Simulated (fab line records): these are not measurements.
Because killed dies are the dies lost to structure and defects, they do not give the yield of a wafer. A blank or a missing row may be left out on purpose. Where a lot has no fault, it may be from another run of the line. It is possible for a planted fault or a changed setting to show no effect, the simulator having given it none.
Matching of chambers ; flow nandHarc ; NHARC_P_M0_ETCH_34 on rieDiel-09 has 4 sister chambers
The step etches the open film in N2/H2, target depth 40 nm, overetch 12 nm, time 43.94 s. 18 wafers are shown with their chamber, then 9 later ones without.

## EACH WAFER AND ITS CHAMBER
wafer;chamber;drypumpMotorCurrentA (A);showerheadPlenumPTorr (Torr);rfVppV (V)
L750.3;3;5.4;2.14;433.5
L750.4;1;6.5;2.01;429.6
L750.5;2;5.1;2.02;429.1
L753.2;0;6.3;2.14;433.5
L753.4;1;6.6;2.01;431.2
L753.6;0;6.4;2.14;433.8
L755.1;2;5.1;2.02;429.9
L755.4;3;5.4;2.13;432.1
L755.5;1;6.5;2.01;429.1
L758.1;1;6.6;2.00;430.0
L758.4;2;5.1;2.02;430.7
L758.6;3;5.4;2.13;434.9
L759.1;0;6.4;2.13;435.9
L759.5;3;5.4;2.13;434.6
L759.6;2;5.1;2.02;430.3
L760.1;2;5.1;2.02;430.0
L760.3;1;6.5;2.00;430.4
L760.5;2;5.1;2.02;429.2

SIGNATURES (means of the wafers above)
reading;chamber 0;chamber 1;chamber 2;chamber 3;scatter within a chamber
drypumpMotorCurrentA;6.367;6.540;5.100;5.400;0.0365
showerheadPlenumPTorr;2.1367;2.0060;2.0200;2.1325;0.00432
rfVppV;434.400;430.060;429.867;433.775;0.954
Rule: a wafer's distance from a chamber is the root of the sum, over the readings, of the square of ((its reading less the chamber's mean) divided by the reading's scatter). If the next closest chamber is less than 2 further off than the closest, the wafer can't be placed; otherwise it belongs to the closest. How the scatter is found: for the shown wafers, subtract from each reading the mean of its chamber, square and add these, divide the total by (wafers less chambers), then take the root.

## WAFERS MISSING THEIR CHAMBER
wafer;drypumpMotorCurrentA (A);showerheadPlenumPTorr (Torr);rfVppV (V)
L765.1;6.6;2.00;428.0
L765.2;6.4;2.13;431.4
L765.6;5.1;2.01;429.6
L771.2;5.1;2.01;431.0
L771.5;6.4;2.13;432.4
L771.6;6.6;2.00;430.4
L772.1;5.4;2.12;431.9
L772.2;6.4;2.12;432.5
L772.5;5.4;2.12;432.5

## WHICH CHAMBER EACH WENT THROUGH
wafer;from the rows above;in truth
L765.1;1;1
L765.2;0;0
L765.6;2;2
L771.2;2;2
L771.5;0;0
L771.6;1;1
L772.1;3;3
L772.2;0;0
L772.5;3;3
Placed correctly: 9 of 9. Not placeable from these rows: 0. Wrongly placed: 0.
